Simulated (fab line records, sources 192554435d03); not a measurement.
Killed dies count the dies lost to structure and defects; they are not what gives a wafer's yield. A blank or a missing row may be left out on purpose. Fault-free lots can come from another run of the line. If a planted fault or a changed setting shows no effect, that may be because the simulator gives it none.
A lot that was struck, set against a sound lot	flow n5-finfet	15 steps out of a route of 1938
Sound: wafers L968.2, L968.3, L968.5. Struck: wafers L978.1, L978.5 (left out: L978.3, a lot-mate that was not struck); the cause follows at the end.
Order at every step that has rows: each side's tool, ch and its chambers, its first start. Under that, the readings that differ: sound wafers	struck wafers	difference of the means	sigmas: that difference in standard deviations of wafers without a fault.
alike: a reading whose means differ by less than 2 such deviations, as well as words and numbers matching on both sides. not compared: withheld readings; readings where some wafer has no value; bounds like >300 that might hide an equal value; numbers whose values overlap and for which the record gives no deviation.
A row with sigmas, a row that says differs or no value, or rows on one side alone: a step with any of these is where the two part. Numbers that have no deviation but don't overlap get no sigmas and don't part them. Lack of a reading on every wafer of one side parts them only where that side has two or more wafers.

N5_BEOL_M4_SPUTTER_92: material Cu, target thk 4.5 nm, time 8.29 s.
  struck on pvd-sputter-03, day 15 08:57; sound on pvd-sputter-01, day 10 02:13
  alike: chamber-pressure-pa, throttle-valve-pct
N5_BEOL_M4_ANNEAL_93: time 240 s.
  struck on pvd-sputter-03, day 15 09:02; sound on pvd-sputter-01, day 10 02:17
  alike: heater-power-w
N5_BEOL_M4_SPUTTER_94: material Cu, target thk 4.5 nm, time 8.29 s.
  struck on pvd-sputter-03, day 15 09:10; sound on pvd-sputter-01, day 10 02:26
  alike: chamber-pressure-pa, throttle-valve-pct
N5_BEOL_M4_ANNEAL_95: time 240 s.
  struck on pvd-sputter-03, day 15 09:15; sound on pvd-sputter-01, day 10 02:31
  alike: heater-power-w
then, 3 steps without rows for these wafers: N5_BEOL_M4_SPUTTER_96 (material Cu, target thk 4.5 nm, time 8.29 s); N5_BEOL_M4_ECD_50 (material Cu, target thk 300 nm); N5_BEOL_M4_ANNEAL_51 (time 90 s).
N5_BEOL_M4_CMP_52: polishes, stops on SiOC, t overpolish 6.8 s, target thk 40 nm.
  sound on cmp-04 ch 0,1,2, day 10 03:13; struck on cmp-04 ch 1, day 15 09:53
  alike: barrier-field-endpoint-s, motor-current-A, overpolish-run-s, slurry-filter-dp-kPa, time-to-endpoint-s
N5_BEOL_M4_THK_MEAS_53: measures by xrf.
  struck on film-metro-01, day 15 10:10; sound on film-metro-01, day 10 03:26
  alike: M4_THK
then, 3 steps without rows for these wafers: N5_BEOL_M4_PRE_CLEAN_60 (time 15 s); N5_BEOL_M4_CO_CAP_55 (material Co, precursor CCTBA/H2, target thk 2 nm, time 102.1 s); N5_BEOL_M4_PRE_CLEAN_56 (time 15 s).
N5_BEOL_M4_DEP_57: deposits SiCN from 3MS/NH3, target thk 8 nm, time 14 s.
  sound on pecvd-03 ch 0,1, day 10 03:42; struck on pecvd-03 ch 1, day 15 10:22
reading	sound	struck	difference	sigmas
model.SiCN_of_BEOL_M4_DEP_57.thk-nm (nm)	8 8.2 8	10.8 10.8	+2.7	
  alike: chamber-pressure-Torr, showerhead-plenum-p-Torr, throttle-valve-pct
N5_BEOL_M4_RS_MEAS_58: the measuring method here is four-point-probe.
  struck on film-metro-01, day 15 10:26; sound on film-metro-02, day 10 03:47
  alike: M4_RS
N5_BEOL_M4_RC_MEAS_101:
  sound on prober-01 ch 0, day 10 03:59; struck on prober-01 ch 0, day 15 10:29
reading	sound	struck	difference	sigmas
SS_N (mV/dec)	71.6 71.4 71.3	72.4 73.1	+1.3	+2
  alike: DIBL_N, DIBL_P, IOFF_N, IOFF_P, ION_N, ION_P, SS_P, VT_N, VT_P

WHERE THEY PART
At N5_BEOL_M4_RC_MEAS_101 and nowhere else, as far as this record goes.

WHY: the cause the simulator had injected
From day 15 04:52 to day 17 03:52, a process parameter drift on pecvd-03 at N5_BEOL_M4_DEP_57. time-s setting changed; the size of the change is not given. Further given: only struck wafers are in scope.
